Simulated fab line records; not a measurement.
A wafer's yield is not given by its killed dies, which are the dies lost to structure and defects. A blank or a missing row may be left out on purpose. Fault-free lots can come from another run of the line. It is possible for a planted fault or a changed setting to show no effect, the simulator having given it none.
Matching of chambers || flow n5_finfet || 4 sister chambers for N5_BEOL_M1_ETCH_70 on rie_diel-05
The step etches SOC in N2/H2, target depth 80 nm, overetch 16 nm, time 120 s. 16 wafers are shown with their chamber, then 8 later ones without.

== WAFERS WITH THEIR CHAMBER ==
{"wafer": "L076.3", "chamber": 0, "showerhead_plenum_p_Torr (Torr)": 2.51, "drypump_motor_current_A (A)": 5.5, "rf_vpp_V (V)": 523.9}
{"wafer": "L076.4", "chamber": 2, "showerhead_plenum_p_Torr (Torr)": 2.39, "drypump_motor_current_A (A)": 5.6, "rf_vpp_V (V)": 520.4}
{"wafer": "L076.5", "chamber": 0, "showerhead_plenum_p_Torr (Torr)": 2.51, "drypump_motor_current_A (A)": 5.5, "rf_vpp_V (V)": 521.8}
{"wafer": "L081.2", "chamber": 3, "showerhead_plenum_p_Torr (Torr)": 2.59, "drypump_motor_current_A (A)": 4.9, "rf_vpp_V (V)": 527.3}
{"wafer": "L081.3", "chamber": 0, "showerhead_plenum_p_Torr (Torr)": 2.50, "drypump_motor_current_A (A)": 5.6, "rf_vpp_V (V)": 523.3}
{"wafer": "L081.4", "chamber": 1, "showerhead_plenum_p_Torr (Torr)": 2.69, "drypump_motor_current_A (A)": 5.5, "rf_vpp_V (V)": 527.5}
{"wafer": "L083.1", "chamber": 0, "showerhead_plenum_p_Torr (Torr)": 2.50, "drypump_motor_current_A (A)": 5.6, "rf_vpp_V (V)": 522.3}
{"wafer": "L083.3", "chamber": 1, "showerhead_plenum_p_Torr (Torr)": 2.69, "drypump_motor_current_A (A)": 5.5, "rf_vpp_V (V)": 528.2}
{"wafer": "L083.5", "chamber": 1, "showerhead_plenum_p_Torr (Torr)": 2.69, "drypump_motor_current_A (A)": 5.4, "rf_vpp_V (V)": 527.7}
{"wafer": "L084.3", "chamber": 3, "showerhead_plenum_p_Torr (Torr)": 2.59, "drypump_motor_current_A (A)": 5.0, "rf_vpp_V (V)": 526.3}
{"wafer": "L084.5", "chamber": 0, "showerhead_plenum_p_Torr (Torr)": 2.50, "drypump_motor_current_A (A)": 5.6, "rf_vpp_V (V)": 524.0}
{"wafer": "L084.6", "chamber": 3, "showerhead_plenum_p_Torr (Torr)": 2.59, "drypump_motor_current_A (A)": 5.0, "rf_vpp_V (V)": 526.5}
{"wafer": "L087.1", "chamber": 3, "showerhead_plenum_p_Torr (Torr)": 2.58, "drypump_motor_current_A (A)": 5.0, "rf_vpp_V (V)": 525.4}
{"wafer": "L087.2", "chamber": 1, "showerhead_plenum_p_Torr (Torr)": 2.68, "drypump_motor_current_A (A)": 5.4, "rf_vpp_V (V)": 527.2}
{"wafer": "L087.5", "chamber": 0, "showerhead_plenum_p_Torr (Torr)": 2.50, "drypump_motor_current_A (A)": 5.5, "rf_vpp_V (V)": 522.6}
{"wafer": "L089.2", "chamber": 0, "showerhead_plenum_p_Torr (Torr)": 2.50, "drypump_motor_current_A (A)": 5.5, "rf_vpp_V (V)": 522.7}

SIGNATURES (means of the wafers above)
{"reading": "showerhead_plenum_p_Torr", "chamber 0": 2.5029, "chamber 1": 2.6875, "chamber 2": 2.3900, "chamber 3": 2.5875, "scatter within a chamber": 0.00494}
{"reading": "drypump_motor_current_A", "chamber 0": 5.543, "chamber 1": 5.450, "chamber 2": 5.600, "chamber 3": 4.975, "scatter within a chamber": 0.0537}
{"reading": "rf_vpp_V", "chamber 0": 522.943, "chamber 1": 527.650, "chamber 2": 520.400, "chamber 3": 526.375, "scatter within a chamber": 0.731}
Rule: for each reading, subtract the chamber's mean from the wafer's reading, divide by that reading's scatter and square the result; add these up over the readings and take the root, which gives the wafer's distance from the chamber. The wafer belongs to the nearest chamber; if the next one is less than 2 further off, it can't be placed. The scatter is the square root of a quotient: the sum, over the shown wafers, of each reading's squared deviation from its chamber's mean, divided by wafers minus chambers.

== WAFERS WHOSE CHAMBER IS MISSING ==
{"wafer": "L089.3", "showerhead_plenum_p_Torr (Torr)": 2.58, "drypump_motor_current_A (A)": 5.0, "rf_vpp_V (V)": 525.4}
{"wafer": "L089.5", "showerhead_plenum_p_Torr (Torr)": 2.68, "drypump_motor_current_A (A)": 5.5, "rf_vpp_V (V)": 529.4}
{"wafer": "L093.1", "showerhead_plenum_p_Torr (Torr)": 2.68, "drypump_motor_current_A (A)": 5.4, "rf_vpp_V (V)": 526.8}
{"wafer": "L093.2", "showerhead_plenum_p_Torr (Torr)": 2.70, "drypump_motor_current_A (A)": 5.6, "rf_vpp_V (V)": 528.4}
{"wafer": "L093.6", "showerhead_plenum_p_Torr (Torr)": 2.68, "drypump_motor_current_A (A)": 5.4, "rf_vpp_V (V)": 529.0}
{"wafer": "L096.1", "showerhead_plenum_p_Torr (Torr)": 2.58, "drypump_motor_current_A (A)": 4.9, "rf_vpp_V (V)": 526.2}
{"wafer": "L096.2", "showerhead_plenum_p_Torr (Torr)": 2.68, "drypump_motor_current_A (A)": 5.5, "rf_vpp_V (V)": 528.9}
{"wafer": "L096.4", "showerhead_plenum_p_Torr (Torr)": 2.70, "drypump_motor_current_A (A)": 5.6, "rf_vpp_V (V)": 529.0}

== EACH ONE'S CHAMBER ==
{"wafer": "L089.3", "from the rows above": 3, "in truth": 3}
{"wafer": "L089.5", "from the rows above": 1, "in truth": 1}
{"wafer": "L093.1", "from the rows above": 1, "in truth": 1}
{"wafer": "L093.2", "from the rows above": 1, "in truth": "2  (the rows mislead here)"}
{"wafer": "L093.6", "from the rows above": 1, "in truth": 1}
{"wafer": "L096.1", "from the rows above": 3, "in truth": 3}
{"wafer": "L096.2", "from the rows above": 1, "in truth": 1}
{"wafer": "L096.4", "from the rows above": 1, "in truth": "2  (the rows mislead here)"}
6 of 8 placed correctly. Number that these rows cannot place: 0. Wrongly placed: 2.
